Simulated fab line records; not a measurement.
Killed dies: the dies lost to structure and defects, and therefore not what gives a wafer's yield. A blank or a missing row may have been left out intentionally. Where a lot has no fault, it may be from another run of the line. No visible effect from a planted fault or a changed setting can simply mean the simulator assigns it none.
A lot that was struck, set against a sound lot + flow nand-harc + 14 steps out of a route of 1159
Sound: wafers L668.3, L668.4, L668.5. Struck: wafer L676.2. (L676.3 of the same lot was not struck and is left out.) The cause comes at the end.
For every step that has rows: the tool of each side, followed by ch and its chambers, followed by its first start. Under that, the readings that differ: sound wafers + struck wafers + difference of the means + sigmas: that difference in standard deviations of wafers without a fault.
alike: readings with means less than 2 such deviations apart, plus words and numbers identical on both sides. not compared: withheld readings, readings lacking a value on some wafer, bounds such as >300 that could conceal the same value, and numbers that have no deviation in the record and whose values overlap.
Wherever a step has rows on one side only, a row that says differs or no value, or a row with sigmas, the two part there. Numbers that don't overlap but have no deviation are shown without sigmas and don't part them. A reading missing from all wafers of one side parts the sides only when that side holds two or more wafers.

first, 2 steps without rows for these wafers: NHARC_A_SOURCE_PLATE_SRD_01; NHARC_A_SOURCE_PLATE_OXIDE_02 (material SiO2, target thk 10 nm, ox time 1362 s).
NHARC_A_SOURCE_PLATE_THK_MEAS_09: measures by ellipsometry.
  struck on film-metro-01, day 10 18:47; sound on film-metro-01, day 8 05:10
  alike: thk-nm
then, 3 steps without rows for these wafers: NHARC_A_SOURCE_PLATE_PVD_04 (deposits WSi2, target thk 50 nm); NHARC_A_SOURCE_PLATE_CVD_03 (deposits poly-Si, target thk 200 nm, time 4000 s); NHARC_A_SOURCE_PLATE_ANNEAL_05 (time 1800 s).
NHARC_A_SOURCE_PLATE_THK_MEAS_06: measures by ellipsometry.
  struck on film-metro-01, day 11 07:39; sound on film-metro-01, day 8 18:31
  alike: thk-nm
NHARC_A_SOURCE_PLATE_INSPECT_08:
  struck on defect-inspect-02, day 11 07:43; sound on defect-inspect-01, day 8 18:35
  alike: raw-defect-count
then, no rows for these wafers at 1 step: NHARC_A_ONON_D1_DEP_00 (target thk 1000 nm).
NHARC_A_ONON_D1_THK_MEAS_02: measures by ellipsometry.
  struck on film-metro-02, day 11 08:17; sound on film-metro-02, day 8 19:11
| reading     | sound          | struck | difference | sigmas |
|-------------|----------------|--------|------------|--------|
| thk-nm (nm) | 1010 1010 1008 | 985    | -24        | -3     |
NHARC_A_ONON_D1_DEP_03: target thk 1000 nm.
  sound on pecvd-onon-03 ch 0, day 8 19:21; struck on pecvd-onon-03 ch 0, day 11 08:24
NHARC_A_ONON_D1_THK_MEAS_05: measures by ellipsometry.
  struck on film-metro-01, day 11 08:52; sound on film-metro-01, day 8 19:45
| reading     | sound       | struck | difference | sigmas |
|-------------|-------------|--------|------------|--------|
| thk-nm (nm) | 995 994 994 | 444    | -550       | -60    |
then, no rows for these wafers at 1 step: NHARC_A_ONON_D1_DEP_06 (target thk 1000 nm).
-- break in the record here, with 12 days between the starts of the struck wafers on either side (left off in module A_ONON_D1, picked up again in module END, where the first step shown is number 1159 on the route) --
NHARC_END_SORT_01:
  sound on prober-01 ch 0, day 21 01:50; struck on prober-01 ch 0, day 23 01:15
| reading         | sound    | struck | difference | sigmas |
|-----------------|----------|--------|------------|--------|
| killed-at-array | 32 28 27 | 672    | +643       | +58    |
| killed-dies     | 36 37 41 | 677    | +639       | +58    |
  alike: killed-at-other, killed-at-periphery, killed-open, killed-short

== WHERE THEY PART ==
First at NHARC_A_ONON_D1_THK_MEAS_02; last, within this record, at NHARC_END_SORT_01.

WHY: what the simulator had put in
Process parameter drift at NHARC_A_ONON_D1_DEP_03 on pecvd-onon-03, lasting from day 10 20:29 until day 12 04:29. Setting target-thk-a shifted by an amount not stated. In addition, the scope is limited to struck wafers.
